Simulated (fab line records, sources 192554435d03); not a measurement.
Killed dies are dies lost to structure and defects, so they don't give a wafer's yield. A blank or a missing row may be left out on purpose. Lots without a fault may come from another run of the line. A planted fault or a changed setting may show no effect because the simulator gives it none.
One fault seen from 2 desks | flow n5_finfet | each desk has only its own numbers; what lay behind them comes last

THE TOOL OWNER'S DESK: ald_metal-02
The tool's own readings at N5_HKMG_FIN_ALD_71 (deposits TiN, target thk 1 nm, pulse time 1 s, purge time 3 s): means of the sampled wafers that have a number, for each lot that ran on this tool. A lot is out of limits, marked OUT, if its mean lies more than 4 standard deviations from the usual mean; the brackets give that distance.
Columns: A = heater_power_w at N5_HKMG_FIN_ALD_71, usual 861 W; B = precursor_pulse_height_rel at N5_HKMG_FIN_ALD_71, usual 1.001
lot  | first seen here | A   | B
L365 | day 4 04:18     | 864 | 0.985
L368 | day 4 21:35     | 895 | 1.001
L369 | day 5 09:04     | 816 | 0.972
L374 | day 6 10:57     | 833 | 1.019
L377 | day 7 08:10     | 897 | 1.006
This desk's finding: nothing out of limits on any of the 5 lots.

THE METROLOGY DESK
What the gauges read, lot by lot, whatever tool the lot ran on: means of the sampled wafers that have a number. A lot is out of limits, marked OUT, if its mean lies more than 4 standard deviations from the usual mean; the brackets give that distance. Of its 10 readings 7 are shown: those that lie furthest out on some lot.
Columns: A = DIBL_P at N5_BEOL_M4_RC_MEAS_101, usual 36.1 mV/V; B = IOFF_N at N5_BEOL_M4_RC_MEAS_101, usual 0.160 nA/um; C = IOFF_P at N5_BEOL_M4_RC_MEAS_101, usual 0.21 nA/um; D = ION_P at N5_BEOL_M4_RC_MEAS_101, usual 464 uA/um; E = SS_P at N5_BEOL_M4_RC_MEAS_101, usual 73.3 mV/dec; F = VT_N at N5_BEOL_M4_RC_MEAS_101, usual 250 mV; G = VT_P at N5_BEOL_M4_RC_MEAS_101, usual -249 mV
lot  | first seen here | A    | B     | C    | D   | E    | F   | G
L365 | day 7 20:04     | 35.1 | 0.144 | 0.19 | 453 | 73.0 | 251 | -253
L366 | day 8 01:37     | 35.5 | 0.161 | 0.22 | 460 | 73.3 | 251 | -249
L368 | day 8 18:49     | 34.8 | 0.127 | 0.16 | 452 | 73.0 | 254 | -258
L369 | day 8 23:21     | 35.5 | 0.146 | 0.20 | 464 | 73.2 | 250 | -250
L374 | day 10 04:10    | 37.0 | 0.179 | 0.23 | 468 | 73.6 | 246 | -250
L377 | day 10 22:04    | 34.9 | 0.154 | 0.20 | 472 | 73.2 | 249 | -251
L382 | day 12 04:14    | 36.6 | 0.167 | 0.20 | 460 | 73.4 | 248 | -250
L385 | day 13 13:07    | 36.9 | 0.172 | 0.23 | 474 | 73.1 | 249 | -249
L388 | day 13 14:01    | 39.4 | 0.202 | 0.29 | 470 | 74.2 | 245 | -243
L387 | day 13 15:26    | 35.5 | 0.149 | 0.22 | 462 | 73.0 | 251 | -248
This desk's finding: nothing out of limits on any of the 10 lots.

PUT TOGETHER
The tool owner's desk saw nothing out of limits.
The metrology desk saw nothing out of limits.

WHAT THE SIMULATOR HAD PUT IN
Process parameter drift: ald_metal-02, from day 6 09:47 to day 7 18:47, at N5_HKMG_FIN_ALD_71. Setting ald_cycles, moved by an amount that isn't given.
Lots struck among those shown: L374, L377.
